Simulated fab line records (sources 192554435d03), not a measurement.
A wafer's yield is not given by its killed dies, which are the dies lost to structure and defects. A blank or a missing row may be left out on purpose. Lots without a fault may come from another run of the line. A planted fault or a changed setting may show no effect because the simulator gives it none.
Which of the tools did it? || flow n5_finfet || 30 wafers from 11 lots sampled at 2 of the route's 1938 steps

WHAT THE GAUGES SHOWED, per wafer
N5_BEOL_M8_INSPECT_13: inspects for defects (brightfield).
{"lot": "L765", "measured": "day 10 21:14", "on": "defect_inspect-01", "raw_defect_count": "482 449 374"}
{"lot": "L764", "measured": "day 11 00:21", "on": "defect_inspect-02", "raw_defect_count": "402 630 413"}
{"lot": "L769", "measured": "day 11 18:52", "on": "defect_inspect-01", "raw_defect_count": "786 663"}
{"lot": "L773", "measured": "day 12 20:29", "on": "defect_inspect-02", "raw_defect_count": "359 401 449"}
{"lot": "L778", "measured": "day 14 01:13", "on": "defect_inspect-02", "raw_defect_count": "424 465 508"}
{"lot": "L776", "measured": "day 14 01:38", "on": "defect_inspect-02", "raw_defect_count": "488 503 434"}
{"lot": "L779", "measured": "day 14 04:24", "on": "defect_inspect-02", "raw_defect_count": "402 406 419"}
{"lot": "L780", "measured": "day 14 16:49", "on": "defect_inspect-01", "raw_defect_count": "504 620"}
{"lot": "L782", "measured": "day 15 00:59", "on": "defect_inspect-02", "raw_defect_count": "488 540"}
{"lot": "L784", "measured": "day 15 07:05", "on": "defect_inspect-01", "raw_defect_count": "308 358 313"}
{"lot": "L785", "measured": "day 15 23:46", "on": "defect_inspect-02", "raw_defect_count": "584 479 561"}

WHICH TOOL RAN EACH LOT (tool, then ch and the chambers of the sampled wafers, then the start)
{"lot": "L765", "N5_BEOL_M7_SURFACE_TREAT_79": "pvd_sputter-01, day 10 17:17"}
{"lot": "L764", "N5_BEOL_M7_SURFACE_TREAT_79": "pvd_sputter-03, day 10 20:11"}
{"lot": "L769", "N5_BEOL_M7_SURFACE_TREAT_79": "pvd_sputter-03, day 11 13:20"}
{"lot": "L773", "N5_BEOL_M7_SURFACE_TREAT_79": "pvd_sputter-03, day 12 16:10"}
{"lot": "L778", "N5_BEOL_M7_SURFACE_TREAT_79": "pvd_sputter-03, day 13 22:01"}
{"lot": "L776", "N5_BEOL_M7_SURFACE_TREAT_79": "pvd_sputter-02, day 13 22:24"}
{"lot": "L779", "N5_BEOL_M7_SURFACE_TREAT_79": "pvd_sputter-03, day 14 00:07"}
{"lot": "L780", "N5_BEOL_M7_SURFACE_TREAT_79": "pvd_sputter-03, day 14 13:30"}
{"lot": "L782", "N5_BEOL_M7_SURFACE_TREAT_79": "pvd_sputter-01, day 14 21:16"}
{"lot": "L784", "N5_BEOL_M7_SURFACE_TREAT_79": "pvd_sputter-01, day 15 02:37"}
{"lot": "L785", "N5_BEOL_M7_SURFACE_TREAT_79": "pvd_sputter-03, day 15 19:01"}
- N5_BEOL_M7_SURFACE_TREAT_79

THE ANSWER, worked out from the rows above alone
Rule: what is usual is taken from the lots themselves. Put in order of their means at a reading, lots are off if they are a third of the lots or fewer, leave a main group of 4 or more, and stand apart from it by a gap of 3 or more times the standard deviation of the main group's means; of several such gaps the widest counts. A main group is skipped when, at the precision printed for the reading in the tables above, its means are all equal. A lot without any number at a reading at which 4 lots or more have one is off too. All remaining lots with rows at the step are treated as sound.
Across all readings shown, no lot is off: no conclusion can be drawn from this.

WHAT WAS PUT IN BY THE SIMULATOR
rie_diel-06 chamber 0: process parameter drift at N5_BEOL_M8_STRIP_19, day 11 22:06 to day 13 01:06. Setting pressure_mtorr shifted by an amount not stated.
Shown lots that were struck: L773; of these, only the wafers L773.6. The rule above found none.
